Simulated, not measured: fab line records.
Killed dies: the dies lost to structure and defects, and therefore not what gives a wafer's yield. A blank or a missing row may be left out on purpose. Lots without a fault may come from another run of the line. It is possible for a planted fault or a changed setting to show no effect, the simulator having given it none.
fab line records | flow nand_harc
record lots=14 | wafers=38 | last_day=22
route steps=1159 shown A_BONDPAD@1076 THIN_TSV@1101
lots that met no fault: from a run of the same line without faults
start_h: the number of hours between the record's first day and the start of the first shown wafer of the lot | wait_h: hours since the lot's step before | " identical to the entry in the row above | L1.1+2: several wafers, shown together as one row | - no value, or no start given | * or withheld: withheld | < > ~ a bound
route shown NAME@n: names a module that has steps shown in the file, with the first one's number in the route | usual: mean and standard deviation over wafers with no fault | same: alike in all rows | chamber/n: place in a boat | sites: per-site readings | _std_site: standard deviation of those values | _edge_site: the outer-site mean with the inner-site mean subtracted | radius_mm: for every site, how far away it sits from the centre of the wafer | mask NAME#n: copy n | behind: the most recent tool/chamber to have shaped the wafer | hold: why the lot was held/for how many hours/how that ended | device: names the non-switching transistor (n, p or np) | end of line: the tests these same wafers got at the end of their route | a step given without rows: its recipe and nothing more | killed: not the wafer's yield, but the dies lost to structure and defects at the first sort | map: a wafer's dies, marking killed ones x, the rest . and places with no die _
set.NAME: the setting the step ran with; set.NAME@STEP: the setting that earlier step ran with | model.NAME: the simulator's own value behind a step, which no gauge read
steps of the route over a sample of lots; a table a step, a row a wafer
services: from which hour (start_h, from the record's first day; less than 0 if before it) a tool's chamber was out of use, for how many hours, and why
## steps
# step NHARC_A_BONDPAD_ETCH_34
# recipe target_depth_a=600 | overetch_a=180 | time_s=65.91 | ion_energy_ev=200 | n2_flow_sccm=150 | h2_flow_sccm=150 | ar_flow_sccm=0 | rf_w=400 | bias_w=150 | chemistry=N2/H2
# usual drypump_motor_current_A=5.56/0.21 | oes_product_au=1.002/0.014 | rf_vpp_V=429.0/2.5 | showerhead_plenum_p_Torr=1.99/0.08 | throttle_valve_pct=14.171/0.0099
lot.wafer | tool        | chamber | start_h | wait_h | drypump_motor_current_A | oes_product_au | rf_hours_counter_h | rf_vpp_V | showerhead_plenum_p_Torr | throttle_valve_pct
L714.2    | rie_diel-05 | 3       | 411.06  | 0.1    | 5.40                    | 1.004          | 2                  | 431.2    | 2.03                     | 14.173
L714.6    | "           | 1       | "       | "      | 5.40                    | 1.018          | -                  | 427.5    | 1.90                     | 14.170
L714.5    | "           | 2       | "       | "      | 5.75                    | 1.015          | -                  | 425.6    | 1.90                     | 14.164
L715.4    | rie_diel-05 | 3       | 411.73  | 0.1    | 5.35                    | 1.013          | 2                  | 430.0    | 2.03                     | 14.164
L715.3    | "           | 0       | "       | "      | 5.72                    | 0.997          | 2                  | 432.0    | 2.07                     | 14.166
L715.2    | "           | 2       | "       | "      | 5.77                    | 1.011          | 2                  | 426.8    | 1.90                     | 14.162
L716.4    | rie_diel-05 | 2       | 413.54  | 0.1    | 5.74                    | 1.012          | 2                  | 425.1    | 1.90                     | 14.160
L716.3    | "           | 3       | "       | "      | 5.34                    | 1.003          | 2                  | 429.5    | 2.03                     | 14.155
L716.6    | "           | 2       | "       | "      | 5.76                    | 1.009          | -                  | 427.6    | 1.90                     | 14.175
L712.4    | rie_diel-12 | 1       | 414.42  | 0.1    | 5.39                    | 1.000          | 6                  | 427.9    | 1.95                     | 14.188
L712.3    | "           | 3       | "       | "      | 5.98                    | 1.011          | 5                  | 432.7    | 2.11                     | 14.181
L712.1    | "           | 0       | "       | "      | 6.08                    | 0.998          | 6                  | 425.9    | 1.88                     | 14.166
L717.3    | rie_diel-05 | 1       | 435.31  | 0.1    | 5.41                    | 1.032          | 3                  | 426.9    | 1.90                     | 14.170
L717.4    | "           | 0       | "       | "      | 5.69                    | 0.996          | 3                  | 432.2    | 2.07                     | 14.194
L717.5    | "           | 2       | "       | "      | 5.73                    | 1.022          | -                  | 427.7    | 1.90                     | 14.170
L713.1    | rie_diel-12 | 2       | 438.16  | 0.1    | 5.96                    | 1.013          | 9                  | 433.2    | 2.18                     | 14.173
L713.3    | "           | 3       | "       | "      | 5.93                    | 1.004          | 9                  | 433.1    | 2.10                     | 14.166
L713.6    | "           | 1       | "       | "      | 5.40                    | 0.995          | -                  | 428.5    | 1.95                     | 14.166
L718.2    | rie_diel-05 | 2       | 438.76  | 0.1    | 5.75                    | 1.028          | 3                  | 426.7    | 1.90                     | 14.173
L718.6    | "           | 0       | "       | "      | 5.71                    | 0.990          | -                  | 430.3    | 2.07                     | 14.181
L718.5    | "           | 1       | "       | "      | 5.38                    | 1.015          | -                  | 426.3    | 1.90                     | 14.170
L719.3    | rie_diel-05 | 0       | 458.85  | 0.1    | 5.71                    | 0.987          | 4                  | 431.3    | 2.07                     | 14.185
L719.2    | "           | 2       | "       | "      | 5.74                    | 1.019          | 4                  | 424.7    | 1.90                     | 14.173
L719.4    | "           | 3       | "       | "      | 5.34                    | 1.000          | 4                  | 430.0    | 2.03                     | 14.177
L721.4    | rie_diel-05 | 0       | 459.75  | 0.1    | 5.70                    | 0.995          | 4                  | 431.8    | 2.07                     | 14.164
L721.2    | "           | 2       | "       | "      | 5.76                    | 1.007          | 4                  | 426.0    | 1.90                     | 14.187
L721.6    | "           | 0       | "       | "      | 5.73                    | 0.990          | -                  | 433.1    | 2.07                     | 14.170
L720.4    | rie_diel-05 | 0       | 465.72  | 0.1    | 5.72                    | 0.989          | 4                  | 431.6    | 2.07                     | 14.188
L720.1    | "           | 1       | "       | "      | 5.42                    | 1.024          | 5                  | 427.6    | 1.90                     | 14.174
L720.6    | "           | 0       | "       | "      | 5.70                    | 1.004          | -                  | 430.6    | 2.07                     | 14.186
L722.3    | rie_diel-05 | 0       | 483.06  | 0.1    | 5.71                    | 0.994          | 5                  | 432.3    | 2.07                     | 14.168
L722.1    | "           | 1       | "       | "      | 5.41                    | 1.016          | 5                  | 427.3    | 1.90                     | 14.161
L725.3    | rie_diel-05 | 0       | 486.42  | 0.1    | 5.73                    | 1.000          | 5                  | 432.1    | 2.07                     | 14.172
L724.4    | rie_diel-05 | 2       | 497.01  | 0.1    | 5.76                    | 0.998          | 5                  | 426.7    | 1.90                     | 14.167
L724.3    | "           | 0       | "       | "      | 5.71                    | 0.974          | 5                  | 432.2    | 2.07                     | 14.184
L726.3    | rie_diel-05 | 3       | 505.12  | 0.1    | 5.31                    | 0.995          | 6                  | 430.2    | 2.03                     | 14.162
L726.1    | "           | 1       | "       | "      | 5.42                    | 1.026          | 6                  | 425.7    | 1.90                     | 14.183
L726.2    | "           | 2       | "       | "      | 5.77                    | 1.004          | 6                  | 425.5    | 1.90                     | 14.172
# step NHARC_A_BONDPAD_CMP_19
# recipe t_overpolish_s=30 | cu_recess_touch_s=16 | target_thk_nm=169.8
# usual motor_current_A=12.1/0.84 | overpolish_run_s=30.000/0.0099 | retaining_ring_pressure_frac=1.000/0.0047
lot.wafer | tool   | chamber | start_h | wait_h | motor_current_A | overpolish_run_s | retaining_ring_pressure_frac
L714.2    | cmp-01 | 1       | 413.03  | -      | 10.6            | 29.986           | 1.004
L714.5    | "      | 1       | "       | "      | 11.0            | 30.011           | 0.995
L714.6    | "      | 2       | "       | "      | 12.4            | 29.996           | 1.003
L715.2    | cmp-02 | 3       | 413.73  | -      | 11.4            | 30.013           | 0.999
L715.3    | "      | 0       | "       | "      | 11.7            | 29.996           | 0.996
L715.4    | "      | 1       | "       | "      | 12.9            | 29.997           | 1.003
L716.3    | cmp-03 | 0       | 415.56  | -      | 11.6            | 30.025           | 1.003
L716.4    | "      | 2       | "       | "      | 11.9            | 29.992           | 1.005
L716.6    | "      | 0       | "       | "      | 11.3            | 29.987           | 1.011
L712.3    | cmp-03 | 1       | 416.42  | -      | 11.8            | 29.989           | 0.993
L712.1    | "      | 3       | "       | "      | 13.0            | 29.999           | 1.003
L712.4    | "      | 0       | "       | "      | 10.9            | 29.973           | 0.996
L717.3    | cmp-03 | 0       | 437.51  | -      | 11.4            | 30.003           | 0.995
L717.4    | "      | 3       | "       | "      | 13.0            | 30.007           | 0.999
L717.5    | "      | 0       | "       | "      | 11.6            | 30.013           | 0.998
L713.1    | cmp-03 | 0       | 440.11  | -      | 11.9            | 29.986           | 1.002
L713.3    | "      | 2       | "       | "      | 12.7            | 30.006           | 0.995
L713.6    | "      | 3       | "       | "      | 13.8            | 29.999           | 1.000
L718.2    | cmp-03 | 1       | 440.80  | -      | 12.8            | 30.000           | 1.010
L718.5    | "      | 3       | "       | "      | 13.0            | 30.014           | 0.992
L718.6    | "      | 0       | "       | "      | 11.3            | 30.008           | 0.991
L719.4    | cmp-02 | 0       | 460.91  | -      | 11.8            | 30.002           | 0.996
L719.2    | "      | 1       | "       | "      | 13.8            | 30.004           | 1.016
L719.3    | "      | 3       | "       | "      | 12.6            | 30.005           | 1.005
L721.2    | cmp-01 | 1       | 461.75  | -      | 10.6            | 29.995           | 1.002
L721.4    | "      | 2       | "       | "      | 12.3            | 29.985           | 0.995
L721.6    | "      | 0       | "       | "      | 11.6            | 29.993           | 0.993
L720.4    | cmp-02 | 1       | 467.72  | -      | 13.3            | 29.985           | 1.005
L720.1    | "      | 3       | "       | "      | 12.1            | 29.998           | 1.012
L720.6    | "      | 0       | "       | "      | 12.9            | 30.017           | 0.998
L722.1    | cmp-01 | 2       | 485.19  | -      | 11.9            | 29.990           | 0.999
L722.3    | "      | 3       | "       | "      | 13.1            | 30.006           | 1.003
L725.3    | cmp-01 | 0       | 488.44  | -      | 12.0            | 30.003           | 0.992
L724.4    | cmp-01 | 1       | 498.98  | -      | 10.6            | 29.984           | 0.996
L724.3    | "      | 3       | "       | "      | 13.0            | 29.989           | 0.998
L726.3    | cmp-01 | 0       | 507.51  | -      | 12.1            | 30.011           | 1.001
L726.2    | "      | 1       | "       | "      | 10.8            | 29.988           | 0.999
L726.1    | "      | 3       | "       | "      | 13.6            | 30.009           | 1.001
# step NHARC_A_BONDPAD_INSPECT_23
# usual raw_defect_count=490/140
lot.wafer | tool              | chamber | start_h | wait_h | raw_defect_count
L714.2    | defect_inspect-02 | -       | 413.56  | 0.0    | 548
L714.5    | "                 | -       | "       | "      | 784
L714.6    | "                 | -       | "       | "      | 717
L715.2    | defect_inspect-01 | -       | 414.26  | 0.1    | 391
L715.3    | "                 | -       | "       | "      | 492
L715.4    | "                 | -       | "       | "      | 797
L716.3    | defect_inspect-02 | -       | 416.09  | 0.0    | 475
L716.4    | "                 | -       | "       | "      | 371
L716.6    | "                 | -       | "       | "      | 446
L712.1    | defect_inspect-01 | -       | 416.94  | 0.0    | 567
L712.3    | "                 | -       | "       | "      | 450
L712.4    | "                 | -       | "       | "      | 541
L717.3    | defect_inspect-02 | -       | 438.03  | 0.0    | 419
L717.4    | "                 | -       | "       | "      | 633
L717.5    | "                 | -       | "       | "      | 504
L713.1    | defect_inspect-01 | -       | 440.63  | 0.0    | 654
L713.3    | "                 | -       | "       | "      | 504
L713.6    | "                 | -       | "       | "      | 646
L718.2    | defect_inspect-02 | -       | 441.27  | 0.1    | 395
L718.5    | "                 | -       | "       | "      | 298
L718.6    | "                 | -       | "       | "      | 402
L719.2    | defect_inspect-01 | -       | 461.46  | 0.0    | 469
L719.3    | "                 | -       | "       | "      | 327
L719.4    | "                 | -       | "       | "      | 333
L721.2    | defect_inspect-02 | -       | 462.22  | 0.1    | 378
L721.4    | "                 | -       | "       | "      | 395
L721.6    | "                 | -       | "       | "      | 309
L720.1    | defect_inspect-01 | -       | 468.21  | 0.0    | 551
L720.4    | "                 | -       | "       | "      | 529
L720.6    | "                 | -       | "       | "      | 554
L722.1    | defect_inspect-02 | -       | 485.66  | 0.0    | 455
L722.3    | "                 | -       | "       | "      | 404
L725.3    | defect_inspect-01 | -       | 488.96  | 0.0    | 471
L724.3    | defect_inspect-01 | -       | 499.53  | 0.0    | 684
L724.4    | "                 | -       | "       | "      | 454
L726.1    | defect_inspect-02 | -       | 508.08  | 0.0    | 578
L726.2    | "                 | -       | "       | "      | 509
L726.3    | "                 | -       | "       | "      | 321
# step NHARC_THIN_TSV_GRIND_00
# recipe target_thk_um=6
# usual motor_current_A=12.000/0.02
lot.wafer | tool       | chamber | start_h | wait_h | motor_current_A
L716.3    | grinder-01 | 0       | 424.66  | 0.5    | 11.987
L716.4    | "          | 0       | "       | "      | 11.975
L716.6    | "          | 0       | "       | "      | 12.005
L714.2    | grinder-01 | 0       | 425.67  | 1.6    | 11.989
L714.5    | "          | 0       | "       | "      | 12.023
L714.6    | "          | 0       | "       | "      | 12.014
L712.1    | grinder-01 | 0       | 426.69  | 2.6    | 11.981
L712.3    | "          | 0       | "       | "      | 11.982
L712.4    | "          | 0       | "       | "      | 12.001
L715.2    | grinder-01 | 0       | 428.09  | 3.9    | 12.000
L715.3    | "          | 0       | "       | "      | 12.012
L715.4    | "          | 0       | "       | "      | 12.009
L717.3    | grinder-01 | 0       | 449.06  | 0.5    | 12.006
L717.4    | "          | 0       | "       | "      | 12.020
L717.5    | "          | 0       | "       | "      | 11.976
L718.2    | grinder-01 | 0       | 450.07  | 1.6    | 12.019
L718.5    | "          | 0       | "       | "      | 12.005
L718.6    | "          | 0       | "       | "      | 11.947
L713.1    | grinder-01 | 0       | 451.06  | 2.5    | 12.007
L713.3    | "          | 0       | "       | "      | 12.014
L713.6    | "          | 0       | "       | "      | 12.008
L721.2    | grinder-01 | 0       | 474.62  | 0.3    | 12.013
L721.4    | "          | 0       | "       | "      | 11.993
L721.6    | "          | 0       | "       | "      | 12.011
L719.2    | grinder-01 | 0       | 475.82  | 1.5    | 12.009
L719.3    | "          | 0       | "       | "      | 11.972
L719.4    | "          | 0       | "       | "      | 11.996
L720.1    | grinder-01 | 0       | 480.07  | 0.1    | 12.009
L720.4    | "          | 0       | "       | "      | 12.010
L720.6    | "          | 0       | "       | "      | 11.964
L722.1    | grinder-01 | 0       | 495.73  | 0.1    | 11.994
L722.3    | "          | 0       | "       | "      | 12.025
L725.3    | grinder-01 | 0       | 498.52  | 2.9    | 11.999
L724.3    | grinder-01 | 0       | 513.22  | 0.5    | 12.002
L724.4    | "          | 0       | "       | "      | 11.985
L726.1    | grinder-01 | 0       | 518.40  | 1.3    | 11.990
L726.2    | "          | 0       | "       | "      | 11.982
L726.3    | "          | 0       | "       | "      | 11.984
# step NHARC_THIN_TSV_THK_MEAS_02
# recipe thk_meas_gauge=ir
# usual thk_nm=3007/220
lot.wafer | tool          | chamber | start_h | wait_h | thk_nm
L716.3    | film_metro-02 | -       | 425.75  | -      | 2981
L716.4    | "             | -       | "       | "      | 2698
L716.6    | "             | -       | "       | "      | 3115
L714.2    | film_metro-01 | -       | 426.98  | -      | 3407
L714.5    | "             | -       | "       | "      | 3275
L714.6    | "             | -       | "       | "      | 3354
L712.1    | film_metro-01 | -       | 428.18  | 0.2    | 3355
L712.3    | "             | -       | "       | "      | 3254
L712.4    | "             | -       | "       | "      | 3362
L715.2    | film_metro-02 | -       | 429.37  | -      | 3134
L715.3    | "             | -       | "       | "      | 3100
L715.4    | "             | -       | "       | "      | 2935
L717.3    | film_metro-01 | -       | 450.16  | -      | 2876
L717.4    | "             | -       | "       | "      | 2819
L717.5    | "             | -       | "       | "      | 3271
L718.2    | film_metro-01 | -       | 451.35  | -      | 2632
L718.5    | "             | -       | "       | "      | 3168
L718.6    | "             | -       | "       | "      | 3181
L713.1    | film_metro-01 | -       | 452.55  | 0.2    | 2754
L713.3    | "             | -       | "       | "      | 2888
L713.6    | "             | -       | "       | "      | 2868
L721.2    | film_metro-02 | -       | 475.94  | -      | 3004
L721.4    | "             | -       | "       | "      | 2627
L721.6    | "             | -       | "       | "      | 2822
L719.2    | film_metro-02 | -       | 477.12  | -      | 3394
L719.3    | "             | -       | "       | "      | 3571
L719.4    | "             | -       | "       | "      | 2983
L720.1    | film_metro-01 | -       | 481.59  | -      | 2900
L720.4    | "             | -       | "       | "      | 2609
L720.6    | "             | -       | "       | "      | 3043
L722.1    | film_metro-02 | -       | 497.22  | -      | 1
L722.3    | "             | -       | "       | "      | 1
L725.3    | film_metro-01 | -       | 499.61  | -      | 1
L724.3    | film_metro-01 | -       | 514.31  | -      | 0
L724.4    | "             | -       | "       | "      | 0
L726.1    | film_metro-01 | -       | 519.88  | 0.2    | 0
L726.2    | "             | -       | "       | "      | 0
L726.3    | "             | -       | "       | "      | 0
## services
tool        | chamber | start_h | hours | kind
rie_diel-05 | 0       | 398.61  | -     | clean
rie_diel-05 | 1       | 398.61  | -     | clean
rie_diel-05 | 2       | 398.61  | -     | clean
rie_diel-05 | 3       | 398.61  | -     | clean
cmp-02      | -       | 422.72  | 4.0   | pm
rie_diel-05 | 0       | 423.11  | -     | clean
rie_diel-05 | 1       | 423.11  | -     | clean
rie_diel-05 | 2       | 423.11  | -     | clean
rie_diel-05 | 3       | 423.11  | -     | clean
grinder-01  | -       | 437.55  | 0.4   | repair
rie_diel-05 | 0       | 447.61  | -     | clean
rie_diel-05 | 1       | 447.61  | -     | clean
rie_diel-05 | 2       | 447.61  | -     | clean
rie_diel-05 | 3       | 447.61  | -     | clean
cmp-03      | -       | 450.22  | 4.0   | pm
grinder-01  | -       | 463.08  | 3.4   | repair
cmp-03      | -       | 466.76  | 5.8   | repair
rie_diel-12 | 0       | 468.07  | 3.5   | repair
cmp-01      | -       | 474.33  | 4.0   | pm
cmp-02      | -       | 475.37  | 0.5   | repair
cmp-03      | -       | 481.23  | 18.0  | repair
cmp-02      | -       | 496.43  | 1.2   | repair
cmp-01      | -       | 515.74  | 8.3   | repair
rie_diel-05 | -       | 517.60  | 9.0   | pm
## key
first_sign step=NHARC_THIN_TSV_THK_MEAS_02 | reading=thk_nm | direction=down | sigmas=14 | usual=3007 | struck=1
effect none on later readings
met_at NHARC_THIN_TSV_GRIND_00
struck_lots L722,L724,L725,L726
later_rows_left_out L722.1,L722.3,L724.3,L724.4,L725.3,L726.1,L726.2,L726.3
sort_left_out L722.1,L722.3,L724.3,L724.4,L725.3,L726.1,L726.2,L726.3
not_acting_at NHARC_A_BONDPAD_ETCH_34,NHARC_A_BONDPAD_CMP_19,NHARC_A_BONDPAD_INSPECT_23
also_fits time
fault kind=process_parameter_drift | tool=grinder-01 | chamber=- | onset_h=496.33 | steps=NHARC_THIN_TSV_GRIND_00 | channel=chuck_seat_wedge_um | offset=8 | shape=step | end_h=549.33
# sort_left_out: the simulated sort isn't trusted on such a fault, so these wafers' sort isn't shown, and their yield isn't known
# later_rows_left_out: the simulator's readings of these wafers behind a module that went badly wrong aren't trusted and aren't shown, but for the sort
